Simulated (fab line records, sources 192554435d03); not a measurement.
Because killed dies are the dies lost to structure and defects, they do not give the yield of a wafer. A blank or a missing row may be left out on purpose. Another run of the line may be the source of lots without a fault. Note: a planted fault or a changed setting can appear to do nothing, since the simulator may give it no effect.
fab line records -- flow n5-finfet -- part 2 of 2: steps 5 to 6 of 6
record lots=22, wafers=66, last-day=18
route steps=1938 shown MOL_CONTACT_COAG@578
lots untouched by any fault: they come from a run of this same line in which no faults occurred
start-h: start of the lot's first displayed wafer, in hours after the record's first day -- wait-h: hours elapsed since this lot's preceding step -- " repeats the value in the row above -- L1.1+2: a row that stands for several wafers -- - either no value or no given start -- * or withheld: withheld -- < > ~ a bound
route shown NAME@n: NAME is a module with steps in the file, n the number in the route of the first one -- usual: the fault-free wafers' mean and standard deviation -- same: alike in all rows -- chamber/n: place in a boat -- sites: each site's reading -- _std_site: their standard deviation -- _edge_site: inner sites' mean taken away from outer sites' mean -- radius-mm: for every site, how far away it sits from the centre of the wafer -- mask NAME#n: copy n -- behind: the last tool/chamber to shape the wafer -- hold: why the lot was held/for how many hours/how that ended -- device: the transistor (n, p or np) that didn't switch -- end of line: tests of these same wafers at the route's end -- step lacking rows: just its recipe -- killed: at the first sort, the dies lost to defects and structure; wafer yield is something else -- map: shows each die of a wafer: x if killed, . if not, _ if none is there
set.NAME: the run value of the setting; set.NAME@STEP: its run value at that earlier step -- model.NAME: the simulator's own value behind a step, which no gauge read
route steps across a sampled set of lots; one table per step, one row per wafer
services: the hour from which a tool's chamber was out of use, counted from the record's first day as start-h (under 0 if before that day), plus the number of hours and why
## steps
# step N5_MOL_CONTACT_COAG_VIA_ETCH_117
# recipe chemistry=C4F6/O2, target-depth-a=400, overetch-a=80, mask-material=SOC, target=SiO2, bias-w=455, pressure-mtorr=10, time-s=26, source-w=325, Ar_flow_sccm=300, C4F6_flow_sccm=10, O2_flow_sccm=10, ion-energy-ev=575.3, ends=end-point
# usual O2_flow_sccm=10.001/0.03, drypump-motor-current-A=5.6/0.46, oes_ar_750_au=0.80/0.096, oes-product-au=0.72/0.083, rf-vpp-V=1598/17, showerhead-plenum-p-Torr=2.87/0.1, throttle-valve-pct=41.0/0.34
lot.wafer,tool,chamber,start-h,wait-h,O2_flow_sccm,drypump-motor-current-A,oes_ar_750_au,oes-product-au,rf-hours-counter-h,rf-vpp-V,showerhead-plenum-p-Torr,throttle-valve-pct
L075.1,rie-diel-05,1,108.68,0.0,10.010,5.2,0.85,0.78,49,1627,2.88,41.4
L075.3,rie-diel-05,2,108.68,0.0,9.995,5.5,0.67,0.62,246,1572,2.69,41.3
L075.6,rie-diel-05,1,108.68,0.0,9.988,5.2,0.86,0.76,-,1626,2.88,41.4
L077.1,rie-diel-06,1,119.77,0.0,9.985,5.9,0.69,0.62,230,1582,2.69,41.8
L077.3,rie-diel-06,0,119.77,0.0,9.965,5.9,0.69,0.63,210,1562,2.80,41.3
L077.6,rie-diel-06,1,119.77,0.0,10.000,5.9,0.69,0.62,-,1583,2.69,41.8
L078.1,rie-diel-06,2,133.14,0.0,10.041,5.1,0.73,0.66,172,1588,2.71,41.3
L078.4,rie-diel-06,1,133.14,0.0,10.045,5.9,0.69,0.62,235,1583,2.69,41.8
L078.5,rie-diel-06,0,133.14,0.0,9.999,5.8,0.69,0.62,-,1564,2.80,41.3
L079.1,rie-diel-02,2,133.36,0.0,9.983,5.9,0.75,0.66,176,1619,2.94,40.9
L079.4,rie-diel-02,1,133.36,0.0,9.967,6.6,0.83,0.74,70,1597,2.98,40.5
L079.6,rie-diel-02,2,133.36,0.0,9.978,5.9,0.75,0.67,-,1618,2.94,40.9
L080.1,rie-diel-05,3,137.80,0.0,10.019,4.8,0.72,0.65,180,1598,2.94,40.8
L080.3,rie-diel-05,1,137.80,0.0,10.003,5.2,0.84,0.75,61,1625,2.88,41.4
L080.5,rie-diel-05,0,137.80,0.0,9.972,5.9,0.94,0.85,-,1582,2.78,40.7
L081.1,rie-diel-02,3,143.33,0.0,10.021,5.8,0.68,0.63,219,1597,2.80,40.9
L081.2,rie-diel-02,1,143.33,0.0,9.963,6.6,0.83,0.74,73,1598,2.98,40.5
L081.5,rie-diel-02,2,143.33,0.0,9.988,5.9,0.75,0.67,-,1618,2.93,40.9
L082.1,rie-diel-05,0,158.36,0.0,10.034,5.9,0.93,0.82,17,1580,2.78,40.7
L082.5,rie-diel-05,3,158.36,0.0,9.967,4.8,0.72,0.64,-,1597,2.93,40.8
L082.6,rie-diel-05,0,158.36,0.0,10.012,5.9,0.93,0.83,-,1579,2.78,40.7
L083.4,rie-diel-05,3,159.10,0.0,9.954,4.8,0.71,0.64,190,1598,2.93,40.8
L083.5,rie-diel-05,3,159.10,0.0,10.017,4.8,0.72,0.64,-,1597,2.93,40.8
L083.6,rie-diel-05,0,159.10,0.0,10.020,5.9,0.93,0.82,-,1580,2.78,40.6
L084.2,rie-diel-05,2,166.14,0.0,9.975,5.6,0.91,0.83,8,1598,3.02,40.7
L084.4,rie-diel-05,1,166.14,0.0,10.038,5.2,0.82,0.74,74,1626,2.87,41.4
L084.5,rie-diel-05,0,166.14,0.0,10.034,5.9,0.91,0.82,-,1580,2.78,40.7
L085.2,rie-diel-05,1,179.03,0.0,9.995,5.2,0.82,0.73,78,1624,2.87,41.4
L085.4,rie-diel-05,0,179.03,0.0,10.023,5.9,0.91,0.81,25,1580,2.78,40.7
L085.6,rie-diel-05,2,179.03,0.0,9.922,5.5,0.90,0.81,-,1599,3.02,40.7
L086.1,rie-diel-05,0,179.66,0.0,9.962,5.9,0.91,0.80,25,1580,2.78,40.7
L086.2,rie-diel-05,1,179.66,0.0,9.959,5.2,0.82,0.74,78,1625,2.87,41.4
L086.3,rie-diel-05,3,179.66,0.0,10.015,4.9,0.71,0.64,197,1598,2.93,40.8
L087.1,rie-diel-05,2,184.22,0.0,10.029,5.5,0.89,0.80,13,1599,3.02,40.7
L087.2,rie-diel-05,3,184.22,0.0,10.004,4.8,0.71,0.64,198,1597,2.93,40.8
L087.6,rie-diel-05,2,184.22,0.0,10.005,5.5,0.89,0.81,-,1597,3.02,40.7
L088.1,rie-diel-06,2,185.25,0.0,10.034,5.1,0.72,0.65,186,1588,2.71,41.3
L088.4,rie-diel-06,3,185.25,0.0,10.010,5.8,0.87,0.77,38,1612,3.01,41.1
L088.6,rie-diel-06,2,185.25,0.0,10.003,5.1,0.73,0.65,-,1586,2.71,41.3
L089.2,rie-diel-06,2,191.33,0.0,10.037,5.1,0.72,0.64,189,1587,2.71,41.3
L089.3,rie-diel-06,0,191.33,0.0,10.019,5.8,0.68,0.61,238,1565,2.79,41.3
L089.5,rie-diel-06,0,191.33,0.0,9.944,5.8,0.68,0.60,-,1563,2.79,41.3
L090.3,rie-diel-06,3,196.62,0.0,9.986,5.8,0.86,0.77,42,1614,3.01,41.1
L090.4,rie-diel-06,1,196.62,0.0,10.047,5.9,0.98,0.86,5,1609,3.02,41.6
L090.5,rie-diel-06,3,196.62,0.0,10.042,5.8,0.87,0.76,-,1612,3.00,41.1
L091.2,rie-diel-06,1,205.48,0.0,10.032,5.9,0.96,0.84,9,1609,3.02,41.6
L091.4,rie-diel-06,3,205.48,0.0,10.014,5.7,0.87,0.76,-,1613,3.00,41.1
L091.6,rie-diel-06,1,205.48,0.0,10.067,5.9,0.97,0.85,-,1610,3.02,41.6
L092.2,rie-diel-02,1,208.19,0.0,10.011,6.6,0.80,0.72,90,1596,2.97,40.5
L092.3,rie-diel-02,2,208.19,0.0,9.992,5.9,0.72,0.65,202,1615,2.92,40.9
L092.5,rie-diel-02,3,208.19,0.0,10.012,5.8,0.67,0.60,-,1598,2.79,40.9
L093.1,rie-diel-05,0,219.30,0.0,10.016,5.9,0.89,0.78,40,1578,2.77,40.7
L093.4,rie-diel-05,3,219.30,0.0,9.972,4.9,0.70,0.64,212,1595,2.92,40.8
L093.6,rie-diel-05,2,219.30,0.0,10.034,5.6,0.86,0.79,-,1598,3.01,40.7
L094.1,rie-diel-02,1,219.52,0.0,9.990,6.6,0.80,0.71,94,1594,2.97,40.5
L094.3,rie-diel-02,0,219.52,0.0,9.972,6.4,0.74,0.66,188,1599,2.82,40.6
L094.4,rie-diel-02,2,219.52,0.0,9.973,5.9,0.73,0.65,207,1618,2.92,40.9
L095.2,rie-diel-05,3,232.64,0.0,9.959,4.8,0.70,0.62,215,1597,2.92,40.8
L095.3,rie-diel-05,2,232.64,0.0,9.988,5.5,0.85,0.77,29,1598,3.01,40.7
L095.4,rie-diel-05,1,232.64,0.0,10.008,5.2,0.80,0.72,96,1623,2.86,41.5
L096.3,rie-diel-05,3,233.58,0.0,9.962,4.8,0.69,0.63,216,1597,2.92,40.8
L096.4,rie-diel-05,1,233.58,0.0,10.001,5.2,0.80,0.72,96,1625,2.86,41.4
L096.5,rie-diel-05,0,233.58,0.0,9.971,5.8,0.88,0.78,-,1580,2.77,40.7
L097.2,rie-diel-02,3,245.22,0.0,9.970,5.7,0.95,0.86,3,1596,2.79,40.6
L097.3,rie-diel-02,2,245.22,0.0,10.007,5.9,0.72,0.65,218,1615,2.92,40.9
L097.4,rie-diel-02,1,245.22,0.0,10.014,6.5,0.79,0.71,105,1595,2.96,40.5
# step N5_MOL_CONTACT_COAG_ETCH_124
# recipe chemistry=CH3F/O2, target=SiNx, target-depth-a=65, mask-material=SOC, stop-on=SiOC, over-etch-frac=0.3, ion-energy-ev=120, pressure-mtorr=30, source-w=395, bias-w=73, Ar_flow_sccm=150, CH3F_flow_sccm=30, O2_flow_sccm=20, ends=end-point
# usual O2_flow_sccm=20.00/0.06, drypump-motor-current-A=5.6/0.46, oes_ar_750_au=0.80/0.096, oes-product-au=0.68/0.082, rf-vpp-V=300/3.4, showerhead-plenum-p-Torr=2.02/0.075, throttle-valve-pct=16.31/0.26
# same over-etch-frac=0.3
lot.wafer,tool,chamber,start-h,wait-h,O2_flow_sccm,drypump-motor-current-A,oes_ar_750_au,oes-product-au,rf-hours-counter-h,rf-vpp-V,showerhead-plenum-p-Torr,throttle-valve-pct
L075.1,rie-diel-05,1,108.71,0.0,19.85,5.2,0.85,0.74,49,305,2.03,16.46
L075.3,rie-diel-05,2,108.71,0.0,19.89,5.5,0.67,0.58,246,293,1.89,16.58
L075.6,rie-diel-05,1,108.71,0.0,20.07,5.2,0.85,0.74,-,306,2.03,16.46
L077.1,rie-diel-06,1,119.80,0.0,20.00,5.9,0.70,0.60,230,296,1.89,16.83
L077.3,rie-diel-06,0,119.80,0.0,19.94,5.8,0.70,0.60,210,293,1.97,16.66
L077.6,rie-diel-06,1,119.80,0.0,19.98,5.9,0.70,0.59,-,297,1.89,16.86
L078.1,rie-diel-06,2,133.17,0.0,19.92,5.1,0.73,0.63,172,298,1.91,16.62
L078.4,rie-diel-06,1,133.17,0.0,19.99,5.9,0.69,0.58,235,296,1.89,16.86
L078.5,rie-diel-06,0,133.17,0.0,19.92,5.8,0.70,0.59,-,293,1.97,16.67
L079.1,rie-diel-02,2,133.39,0.0,20.07,5.9,0.74,0.64,176,304,2.07,16.23
L079.4,rie-diel-02,1,133.39,0.0,20.08,6.6,0.83,0.71,70,300,2.10,15.99
L079.6,rie-diel-02,2,133.39,0.0,20.12,5.9,0.74,0.64,-,304,2.07,16.22
L080.1,rie-diel-05,3,137.83,0.0,19.98,4.8,0.71,0.61,180,298,2.07,16.38
L080.3,rie-diel-05,1,137.83,0.0,20.02,5.2,0.84,0.73,61,306,2.03,16.47
L080.5,rie-diel-05,0,137.83,0.0,19.99,5.9,0.95,0.81,-,296,1.96,15.84
L081.1,rie-diel-02,3,143.36,0.0,19.94,5.8,0.68,0.59,219,302,1.97,16.39
L081.2,rie-diel-02,1,143.36,0.0,19.98,6.6,0.82,0.71,73,299,2.10,15.98
L081.5,rie-diel-02,2,143.36,0.0,20.04,5.9,0.74,0.63,-,304,2.07,16.22
L082.1,rie-diel-05,0,158.39,0.0,19.93,5.9,0.92,0.78,17,296,1.96,15.87
L082.5,rie-diel-05,3,158.39,0.0,19.92,4.9,0.71,0.61,-,300,2.07,16.38
L082.6,rie-diel-05,0,158.39,0.0,20.05,5.9,0.93,0.77,-,295,1.96,15.88
L083.4,rie-diel-05,3,159.13,0.0,19.95,4.8,0.71,0.61,190,297,2.07,16.38
L083.5,rie-diel-05,3,159.13,0.0,20.05,4.8,0.71,0.61,-,299,2.07,16.40
L083.6,rie-diel-05,0,159.13,0.0,19.97,5.9,0.93,0.79,-,296,1.96,15.89
L084.2,rie-diel-05,2,166.17,0.0,19.99,5.6,0.91,0.78,8,300,2.13,16.12
L084.4,rie-diel-05,1,166.17,0.0,20.01,5.2,0.82,0.70,74,305,2.02,16.49
L084.5,rie-diel-05,0,166.17,0.0,20.03,5.9,0.92,0.79,-,295,1.96,15.89
L085.2,rie-diel-05,1,179.05,0.0,19.98,5.2,0.82,0.70,78,306,2.02,16.50
L085.4,rie-diel-05,0,179.05,0.0,20.04,5.9,0.90,0.78,25,296,1.95,15.90
L085.6,rie-diel-05,2,179.05,0.0,20.01,5.5,0.90,0.77,-,300,2.13,16.10
L086.1,rie-diel-05,0,179.69,0.0,20.08,5.9,0.90,0.77,25,297,1.95,15.88
L086.2,rie-diel-05,1,179.69,0.0,19.93,5.2,0.81,0.70,78,305,2.02,16.52
L086.3,rie-diel-05,3,179.69,0.0,20.03,4.9,0.71,0.61,197,299,2.07,16.40
L087.1,rie-diel-05,2,184.25,0.0,19.96,5.5,0.89,0.77,13,299,2.13,16.12
L087.2,rie-diel-05,3,184.25,0.0,20.05,4.8,0.70,0.61,198,299,2.07,16.40
L087.6,rie-diel-05,2,184.25,0.0,20.00,5.5,0.89,0.78,-,300,2.13,16.11
L088.1,rie-diel-06,2,185.28,0.0,19.97,5.1,0.72,0.61,186,298,1.91,16.65
L088.4,rie-diel-06,3,185.28,0.0,20.01,5.7,0.87,0.74,38,303,2.12,16.13
L088.6,rie-diel-06,2,185.28,0.0,19.97,5.1,0.72,0.62,-,297,1.91,16.64
L089.2,rie-diel-06,2,191.36,0.0,20.01,5.1,0.72,0.62,189,297,1.90,16.66
L089.3,rie-diel-06,0,191.36,0.0,20.00,5.8,0.68,0.58,238,295,1.96,16.70
L089.5,rie-diel-06,0,191.36,0.0,19.93,5.8,0.68,0.58,-,292,1.97,16.71
L090.3,rie-diel-06,3,196.65,0.0,19.94,5.7,0.86,0.75,42,303,2.12,16.13
L090.4,rie-diel-06,1,196.65,0.0,19.97,5.9,0.98,0.83,5,300,2.13,16.42
L090.5,rie-diel-06,3,196.65,0.0,20.05,5.7,0.87,0.73,-,303,2.12,16.14
L091.2,rie-diel-06,1,205.51,0.0,20.03,5.9,0.98,0.82,9,302,2.13,16.41
L091.4,rie-diel-06,3,205.51,0.0,19.99,5.8,0.86,0.73,-,303,2.12,16.15
L091.6,rie-diel-06,1,205.51,0.0,20.03,5.9,0.96,0.82,-,301,2.13,16.44
L092.2,rie-diel-02,1,208.22,0.0,20.03,6.6,0.81,0.69,90,299,2.10,16.01
L092.3,rie-diel-02,2,208.22,0.0,20.08,5.9,0.72,0.62,202,303,2.06,16.28
L092.5,rie-diel-02,3,208.22,0.0,19.94,5.8,0.67,0.57,-,299,1.97,16.45
L093.1,rie-diel-05,0,219.32,0.0,20.02,5.9,0.88,0.75,40,297,1.95,15.94
L093.4,rie-diel-05,3,219.32,0.0,20.09,4.9,0.70,0.59,212,300,2.06,16.45
L093.6,rie-diel-05,2,219.32,0.0,20.06,5.5,0.86,0.75,-,301,2.13,16.14
L094.1,rie-diel-02,1,219.55,0.0,19.93,6.6,0.79,0.68,94,299,2.10,16.03
L094.3,rie-diel-02,0,219.55,0.0,20.00,6.4,0.74,0.62,188,301,1.99,16.17
L094.4,rie-diel-02,2,219.55,0.0,20.07,5.9,0.72,0.62,207,303,2.06,16.29
L095.2,rie-diel-05,3,232.67,0.0,19.94,4.8,0.69,0.59,215,300,2.06,16.45
L095.3,rie-diel-05,2,232.67,0.0,20.01,5.6,0.86,0.74,29,300,2.13,16.14
L095.4,rie-diel-05,1,232.67,0.0,20.12,5.2,0.80,0.69,96,304,2.01,16.53
L096.3,rie-diel-05,3,233.60,0.0,19.93,4.8,0.70,0.59,216,300,2.06,16.45
L096.4,rie-diel-05,1,233.60,0.0,20.04,5.2,0.79,0.69,96,305,2.01,16.54
L096.5,rie-diel-05,0,233.60,0.0,19.95,5.9,0.87,0.75,-,295,1.95,15.93
L097.2,rie-diel-02,3,245.25,0.0,19.99,5.7,0.95,0.83,3,299,1.96,15.98
L097.3,rie-diel-02,2,245.25,0.0,19.96,5.9,0.72,0.62,218,304,2.06,16.29
L097.4,rie-diel-02,1,245.25,0.0,19.97,6.5,0.79,0.68,105,299,2.09,16.06
## services
tool,chamber,start-h,hours,kind
rie-diel-05,3,85.44,2.8,repair
rie-diel-05,0,97.85,-,clean
rie-diel-05,0,97.85,-,consumable-replace:focus-ring
rie-diel-05,0,97.85,20.0,scheduled-down
rie-diel-05,0,97.85,20.0,vent-cycle
rie-diel-06,1,99.50,6.9,repair
rie-diel-05,2,118.45,-,clean
rie-diel-05,2,118.45,-,consumable-replace:focus-ring
rie-diel-05,2,118.45,-,consumable-replace:showerhead
rie-diel-05,2,118.45,17.9,scheduled-down
rie-diel-05,2,118.45,17.9,vent-cycle
plasma-asher-01,-,158.26,1.1,repair
rie-diel-06,1,170.03,-,clean
rie-diel-06,1,170.03,-,consumable-replace:focus-ring
rie-diel-06,1,170.03,-,consumable-replace:showerhead
rie-diel-06,1,170.03,12.2,scheduled-down
rie-diel-06,1,170.03,12.2,vent-cycle
rie-diel-06,0,200.31,15.8,repair
plasma-asher-01,-,205.57,12.7,repair
rie-diel-02,3,221.54,-,clean
rie-diel-02,3,221.54,-,consumable-replace:focus-ring
